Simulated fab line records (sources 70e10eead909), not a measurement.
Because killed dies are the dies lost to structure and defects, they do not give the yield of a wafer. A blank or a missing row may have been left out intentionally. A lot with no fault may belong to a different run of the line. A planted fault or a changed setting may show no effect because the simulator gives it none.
Chamber matching | flow nand-harc | rie-diel-12 running NHARC_P_BONDPAD_STRIP_15: 4 sister chambers
The step strips in O2. 8 wafers are shown with their chamber, then 9 later ones without.

== WAFERS PAIRED WITH THEIR CHAMBERS ==
wafer  | chamber | drypump-motor-current-A (A) | oes-product-au (a.u.)
L076.2 | 2       | 5.1                         | 1.008
L077.4 | 1       | 5.6                         | 1.000
L081.2 | 0       | 6.2                         | 1.004
L081.3 | 2       | 5.1                         | 1.011
L081.5 | 1       | 5.6                         | 0.996
L089.1 | 0       | 6.2                         | 1.007
L089.3 | 3       | 5.7                         | 0.971
L089.6 | 3       | 5.8                         | 0.969

== WAFERS WITH NO CHAMBER GIVEN ==
wafer  | drypump-motor-current-A (A) | oes-product-au (a.u.)
L093.2 | 5.7                         | 0.971
L093.3 | 6.3                         | 0.994
L093.6 | 6.2                         | 0.996
L094.1 | 5.7                         | 0.984
L094.3 | 5.6                         | 1.012
L094.4 | 6.2                         | 1.005
L096.2 | 6.2                         | 1.005
L096.3 | 5.1                         | 1.036
L096.4 | 5.6                         | 1.017

== WHICH CHAMBER EACH ONE RAN IN ==
wafer  | from the rows above     | in truth
L093.2 | 3                       | 3
L093.3 | 0                       | 0
L093.6 | 0                       | 0
L094.1 | can't be placed: 3 or 1 | 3
L094.3 | 1                       | 1
L094.4 | 0                       | 0
L096.2 | 0                       | 0
L096.3 | 2                       | 2
L096.4 | 1                       | 1
8 of 9 placed correctly. These rows do not allow placing 1 (true chamber among the candidates in 1). Placed wrongly: 0.
How it was worked out, from the rows above alone: a wafer's distance from a chamber is the root of the sum, over the readings, of the square of ((its reading less the chamber's mean) divided by the reading's scatter). If the next closest chamber is less than 2 further off than the closest, the wafer can't be placed; otherwise it belongs to the closest. A chamber's mean is the mean of its shown wafers. The scatter is the square root of a quotient: the sum, over the shown wafers, of each reading's squared deviation from its chamber's mean, divided by wafers minus chambers.
